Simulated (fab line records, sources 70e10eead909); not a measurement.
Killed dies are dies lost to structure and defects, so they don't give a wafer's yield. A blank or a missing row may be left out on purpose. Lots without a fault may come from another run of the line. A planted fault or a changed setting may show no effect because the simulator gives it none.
Chamber matching | flow nand_harc | NHARC_A_CHANNEL_FILL_D1_ETCHBACK_19 on rie_si-04: 4 sister chambers
The step etches the open film in HBr/Cl2, target depth 5 nm, time 1.7 s. 8 wafers are shown with their chamber, then 10 later ones without.

WAFERS WITH THEIR CHAMBER
wafer  | chamber | drypump_motor_current_A (A) | he_backside_leak_sccm (sccm)
L082.3 | 2       | 5.6                         | 2.8
L082.5 | 0       | 5.3                         | 2.4
L087.3 | 0       | 5.2                         | 2.4
L088.1 | 2       | 5.6                         | 2.8
L088.3 | 3       | 5.6                         | 3.1
L088.6 | 1       | 5.9                         | 2.5
L090.1 | 1       | 5.9                         | 2.8
L090.3 | 3       | 5.6                         | 2.8

WAFERS WITHOUT THEIR CHAMBER
wafer  | drypump_motor_current_A (A) | he_backside_leak_sccm (sccm)
L090.6 | 5.9                         | 2.9
L093.2 | 5.2                         | 2.6
L093.4 | 5.7                         | 2.9
L093.5 | 5.6                         | 2.7
L096.1 | 5.6                         | 2.8
L096.5 | 5.3                         | 2.6
L096.6 | 5.9                         | 2.9
L097.2 | 5.2                         | 2.5
L097.3 | 5.6                         | 2.6
L097.5 | 5.6                         | 2.8

WHICH CHAMBER EACH WENT THROUGH
wafer  | from the rows above     | in truth
L090.6 | 1                       | 1
L093.2 | 0                       | 0
L093.4 | can't be placed: 3 or 2 | 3
L093.5 | can't be placed: 2 or 3 | 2
L096.1 | can't be placed: 2 or 3 | 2
L096.5 | 0                       | 0
L096.6 | 1                       | 1
L097.2 | 0                       | 0
L097.3 | can't be placed: 2 or 3 | 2
L097.5 | can't be placed: 2 or 3 | 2
Placed correctly: 5 of 10. Can't be placed from these rows: 5 (the true chamber is among the candidates in 5). Placed wrongly: 0.
How it was worked out, from the rows above alone: a wafer's distance from a chamber is the root of the sum, over the readings, of the square of ((its reading less the chamber's mean) divided by the reading's scatter). The wafer belongs to the nearest chamber; if the next one is less than 2 further off, it can't be placed. A chamber's mean is the mean of its shown wafers. The scatter: the root of (the sum of the squares of (reading less its chamber's mean) over the shown wafers, divided by (wafers less chambers)).
